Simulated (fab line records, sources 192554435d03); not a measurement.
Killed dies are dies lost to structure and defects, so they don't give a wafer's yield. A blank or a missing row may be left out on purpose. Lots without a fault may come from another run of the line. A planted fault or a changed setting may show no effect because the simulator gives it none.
Split-lot experiment | flow n5_finfet | 7 lots, 39 wafers read, on a route of 1938 steps

THE SPLIT
At N5_PMOS_HMC_CHANNEL_EPI_DESCUM_14 (chemistry O2, time 7.9 s), the setting time_s was moved away from the recipe's 7.9 s on 15 of the 39 wafers read, by -42.9% to +54.6%. The other wafers ran this setting at the recipe's value.

The reading is taken at the split's own step.

THE READING
CAR-ArF-block_of_PMOS_HMC_CHANNEL_EPI_COAT_03.thk_nm (the simulator's own value, which no gauge read), in nm, at N5_PMOS_HMC_CHANNEL_EPI_DESCUM_14 (chemistry O2, time 7.9 s). The file gives no usual value for it. The 24 wafers here that ran the recipe average 198.7 nm, standard deviation 0.53 nm.

wafer  | tool, chamber at the split | time_s as run, s | against the recipe | CAR-ArF-block_of_PMOS_HMC_CHANNEL_EPI_COAT_03.thk_nm, nm | against lot-mates on the recipe
L078.2 | rie_diel-06, 3             | 7.9              | recipe             | 198.6                                                    | -
L078.3 | rie_diel-06, 0             | 7.9              | recipe             | 198.7                                                    | -
L078.5 | rie_diel-06, 0             | 7.9              | recipe             | 199                                                      | -
L081.1 | rie_diel-03, 2             | 7.9              | recipe             | 199.6                                                    | -
L081.2 | rie_diel-03, 1             | 7.9              | recipe             | 198.2                                                    | -
L081.3 | rie_diel-03, 0,2           | 11.7             | +48.1%             | 196.6                                                    | -2.2
L081.5 | rie_diel-03, 0,2           | 11.7             | +48.1%             | 196.6                                                    | -2.2
L081.4 | rie_diel-03, 3             | 11.7             | +48.1%             | 196                                                      | -2.8
L081.6 | rie_diel-03, 1             | 7.9              | recipe             | 198.7                                                    | -
L085.1 | rie_diel-02, 0             | 7.9              | recipe             | 199.8                                                    | -
L085.2 | rie_diel-02, 2             | 7.9              | recipe             | 198.8                                                    | -
L085.3 | rie_diel-02, 1             | 7.9              | recipe             | 199.2                                                    | -
L085.4 | rie_diel-02, 3             | 7.9              | recipe             | 198.7                                                    | -
L085.5 | rie_diel-02, 0             | 7.9              | recipe             | 198.6                                                    | -
L085.6 | rie_diel-02, 3             | 7.9              | recipe             | 198.9                                                    | -
L088.1 | rie_diel-02, 3             | 12.21            | +54.6%             | 196.3                                                    | -3.0
L088.2 | rie_diel-02, 2,0           | 7.9              | recipe             | 199.3                                                    | -
L088.3 | rie_diel-02, 2,0           | 7.9              | recipe             | 199.3                                                    | -
L088.4 | rie_diel-02, 2             | 7.9              | recipe             | 199.2                                                    | -
L088.5 | rie_diel-02, 0             | 12.21            | +54.6%             | 196.6                                                    | -2.7
L088.6 | rie_diel-02, 3             | 12.21            | +54.6%             | 196.5                                                    | -2.8
L089.1 | rie_diel-02, 1             | 7.9              | recipe             | 197.6                                                    | -
L089.2 | rie_diel-02, 3             | 5.182            | -34.4%             | 199.9                                                    | +2.0
L089.3 | rie_diel-02, 2,1           | 7.9              | recipe             | 198.1                                                    | -
L089.6 | rie_diel-02, 2,1           | 7.9              | recipe             | 198.1                                                    | -
L089.4 | rie_diel-02, 3             | 5.182            | -34.4%             | 199.3                                                    | +1.4
L089.5 | rie_diel-02, 2             | 5.182            | -34.4%             | 199.6                                                    | +1.7
L095.1 | rie_diel-03, 3             | 7.9              | recipe             | 198                                                      | -
L095.2 | rie_diel-03, 2             | 4.512            | -42.9%             | 200.7                                                    | +2.4
L095.3 | rie_diel-03, 1             | 4.512            | -42.9%             | 200.8                                                    | +2.5
L095.4 | rie_diel-03, 0             | 4.512            | -42.9%             | 200.2                                                    | +1.9
L095.5 | rie_diel-03, 3             | 7.9              | recipe             | 198.3                                                    | -
L095.6 | rie_diel-03, 0             | 7.9              | recipe             | 198.7                                                    | -
L096.1 | rie_diel-03, 2             | 6.175            | -21.8%             | 200                                                      | +1.7
L096.2 | rie_diel-03, 3             | 6.175            | -21.8%             | 199.2                                                    | +0.9
L096.3 | rie_diel-03, 0,1           | 7.9              | recipe             | 198.4                                                    | -
L096.6 | rie_diel-03, 0,1           | 7.9              | recipe             | 198.4                                                    | -
L096.4 | rie_diel-03, 1             | 7.9              | recipe             | 198.2                                                    | -
L096.5 | rie_diel-03, 2             | 6.175            | -21.8%             | 199.7                                                    | +1.4
Where a row lists several chambers, the file gives one row for several wafers and doesn't say which wafer went through which chamber.

THE FIT
A straight line over all 39 wafers: CAR-ArF-block_of_PMOS_HMC_CHANNEL_EPI_COAT_03.thk_nm changes by -0.0414 nm for each +1% of time_s; r = -0.92; the points scatter about the line by 0.48 nm.
The same after taking each lot's own level away (the mean of its wafers on the recipe; 39 wafers): -0.0513 nm for each +1%; r = -0.97; scatter 0.31 nm.
On that fit, the largest move of time_s shifts the reading by 2.8 nm.
The lots' own levels span 197.93 to 199.27 nm, that is 2.5 times the standard deviation above.
So the lot-to-lot level changes the slope: the two fits differ.
Check: with one of the wafers moved furthest among these (+54.6%) left out of the fit, the line predicts -2.76 nm for it against its lot-mates. It came out at -2.97 nm against them.

THE FILE'S OWN FIT
CAR-ArF-block_of_PMOS_HMC_CHANNEL_EPI_COAT_03.thk_nm changes by -0.0515 nm for each +1% of time_s, r = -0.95.
